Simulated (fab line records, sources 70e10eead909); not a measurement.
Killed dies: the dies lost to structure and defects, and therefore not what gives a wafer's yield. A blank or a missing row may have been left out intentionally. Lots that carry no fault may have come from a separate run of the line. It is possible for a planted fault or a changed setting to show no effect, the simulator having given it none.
Chamber matching ; flow nand harc ; 3 sister chambers for NHARC_A_CONTACT_DEP_29 on pecvd-03
The step deposits SiON, target thk 100 nm. 14 wafers are shown with their chamber, then 7 later ones without.

EACH WAFER AND ITS CHAMBER
wafer;chamber;heater power w (W);rf fwd power W (W)
L081.4;2;766;349.2
L081.5;0;707;347.3
L081.6;2;780;349.4
L085.2;2;829;347.7
L085.3;0;669;346.6
L085.6;0;689;345.4
L084.1;2;773;349.7
L084.2;1;711;349.6
L084.6;0;626;349.2
L087.4;2;800;349.0
L087.5;0;588;348.7
L087.6;1;866;347.4
L088.2;1;771;350.1
L088.4;0;722;348.4

SIGNATURES (averages over the wafers above)
reading;chamber 0;chamber 1;chamber 2;scatter within a chamber
heater power w;666.83;782.67;789.60;50.3
rf fwd power W;347.600;349.033;349.000;1.24
Rule: a wafer's distance from a chamber is the root of the sum, over the readings, of the square of ((its reading less the chamber's mean) divided by the reading's scatter). The wafer belongs to the nearest chamber; if the next one is less than 2 further off, it can't be placed. How the scatter is found: for the shown wafers, subtract from each reading the mean of its chamber, square and add these, divide the total by (wafers less chambers), then take the root.

WAFERS WHOSE CHAMBER IS MISSING
wafer;heater power w (W);rf fwd power W (W)
L088.5;710;349.3
L091.2;756;349.9
L091.3;722;348.5
L091.6;682;348.5
L096.2;855;349.3
L096.4;746;348.5
L096.6;683;348.2

WHICH CHAMBER EACH WENT THROUGH
wafer;from the rows above;in truth
L088.5;can't be placed: 1 or 2 or 0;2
L091.2;can't be placed: 1 or 2 or 0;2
L091.3;can't be placed: 1 or 0 or 2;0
L091.6;can't be placed: 0 or 1 or 2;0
L096.2;can't be placed: 2 or 1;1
L096.4;can't be placed: 1 or 2 or 0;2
L096.6;can't be placed: 0 or 1 or 2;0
Correct placement for 0 of the 7. Unplaceable from these rows: 7, with the true chamber sitting among the candidates in 7. 0 placed wrongly.
